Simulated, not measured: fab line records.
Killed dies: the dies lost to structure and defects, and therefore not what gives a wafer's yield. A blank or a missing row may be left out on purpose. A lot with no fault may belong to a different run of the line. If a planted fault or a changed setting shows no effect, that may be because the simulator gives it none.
Chamber matching / flow n5_finfet / 4 sister chambers for N5_BEOL_M0_ALD_136 on ald_metal-02
The step deposits TaN, pulse time 2 s, purge time 3 s, co reactant purge time 2 s. 18 wafers are shown with their chamber, then 9 later ones without.

## EACH WAFER AND ITS CHAMBER
wafer=L076.2; chamber=1; heater_power_w (W)=433; precursor_vessel_pressure_torr (Torr)=26.28
wafer=L076.4; chamber=3; heater_power_w (W)=471; precursor_vessel_pressure_torr (Torr)=26.32
wafer=L076.5; chamber=1; heater_power_w (W)=442; precursor_vessel_pressure_torr (Torr)=26.25
wafer=L077.3; chamber=2; heater_power_w (W)=450; precursor_vessel_pressure_torr (Torr)=26.30
wafer=L077.5; chamber=2; heater_power_w (W)=445; precursor_vessel_pressure_torr (Torr)=26.27
wafer=L077.6; chamber=3; heater_power_w (W)=462; precursor_vessel_pressure_torr (Torr)=26.14
wafer=L080.2; chamber=0; heater_power_w (W)=394; precursor_vessel_pressure_torr (Torr)=26.24
wafer=L080.5; chamber=2; heater_power_w (W)=449; precursor_vessel_pressure_torr (Torr)=26.25
wafer=L080.6; chamber=3; heater_power_w (W)=473; precursor_vessel_pressure_torr (Torr)=26.25
wafer=L081.1; chamber=1; heater_power_w (W)=446; precursor_vessel_pressure_torr (Torr)=26.28
wafer=L081.2; chamber=0; heater_power_w (W)=397; precursor_vessel_pressure_torr (Torr)=26.22
wafer=L081.3; chamber=3; heater_power_w (W)=462; precursor_vessel_pressure_torr (Torr)=26.27
wafer=L083.2; chamber=3; heater_power_w (W)=470; precursor_vessel_pressure_torr (Torr)=26.20
wafer=L083.5; chamber=0; heater_power_w (W)=405; precursor_vessel_pressure_torr (Torr)=26.32
wafer=L083.6; chamber=3; heater_power_w (W)=475; precursor_vessel_pressure_torr (Torr)=26.31
wafer=L086.3; chamber=0; heater_power_w (W)=402; precursor_vessel_pressure_torr (Torr)=26.22
wafer=L086.4; chamber=3; heater_power_w (W)=458; precursor_vessel_pressure_torr (Torr)=26.35
wafer=L086.5; chamber=3; heater_power_w (W)=466; precursor_vessel_pressure_torr (Torr)=26.23

SIGNATURES (averages over the wafers above)
reading=heater_power_w; chamber 0=399.50; chamber 1=440.33; chamber 2=448.00; chamber 3=467.12; scatter within a chamber=5.56
reading=precursor_vessel_pressure_torr; chamber 0=26.2500; chamber 1=26.2700; chamber 2=26.2733; chamber 3=26.2587; scatter within a chamber=0.0547
Rule: for a wafer and a chamber, the distance is found by dividing, reading by reading, the gap between the wafer's reading and the chamber's mean by the reading's scatter, squaring, summing and taking the root. The wafer belongs to the nearest chamber; if the next one is less than 2 further off, it can't be placed. The scatter: take each reading less its chamber's mean, square it, sum over the shown wafers, divide by the number of wafers less the number of chambers, and take the root.

## WAFERS WITH NO CHAMBER GIVEN
wafer=L088.2; heater_power_w (W)=418; precursor_vessel_pressure_torr (Torr)=26.26
wafer=L088.3; heater_power_w (W)=437; precursor_vessel_pressure_torr (Torr)=26.23
wafer=L088.5; heater_power_w (W)=446; precursor_vessel_pressure_torr (Torr)=26.28
wafer=L091.3; heater_power_w (W)=466; precursor_vessel_pressure_torr (Torr)=26.20
wafer=L091.4; heater_power_w (W)=399; precursor_vessel_pressure_torr (Torr)=26.20
wafer=L091.6; heater_power_w (W)=462; precursor_vessel_pressure_torr (Torr)=26.20
wafer=L092.4; heater_power_w (W)=455; precursor_vessel_pressure_torr (Torr)=26.31
wafer=L092.5; heater_power_w (W)=441; precursor_vessel_pressure_torr (Torr)=26.28
wafer=L092.6; heater_power_w (W)=441; precursor_vessel_pressure_torr (Torr)=26.19

## EACH ONE'S CHAMBER
wafer=L088.2; from the rows above=can't be placed: 0 or 1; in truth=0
wafer=L088.3; from the rows above=can't be placed: 1 or 2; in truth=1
wafer=L088.5; from the rows above=can't be placed: 2 or 1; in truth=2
wafer=L091.3; from the rows above=3; in truth=3
wafer=L091.4; from the rows above=0; in truth=0
wafer=L091.6; from the rows above=can't be placed: 3 or 2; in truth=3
wafer=L092.4; from the rows above=can't be placed: 2 or 3 or 1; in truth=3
wafer=L092.5; from the rows above=can't be placed: 1 or 2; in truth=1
wafer=L092.6; from the rows above=can't be placed: 1 or 2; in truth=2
2 of 9 placed correctly. Can't be placed from these rows: 7 (the true chamber is among the candidates in 7). 0 placed wrongly.
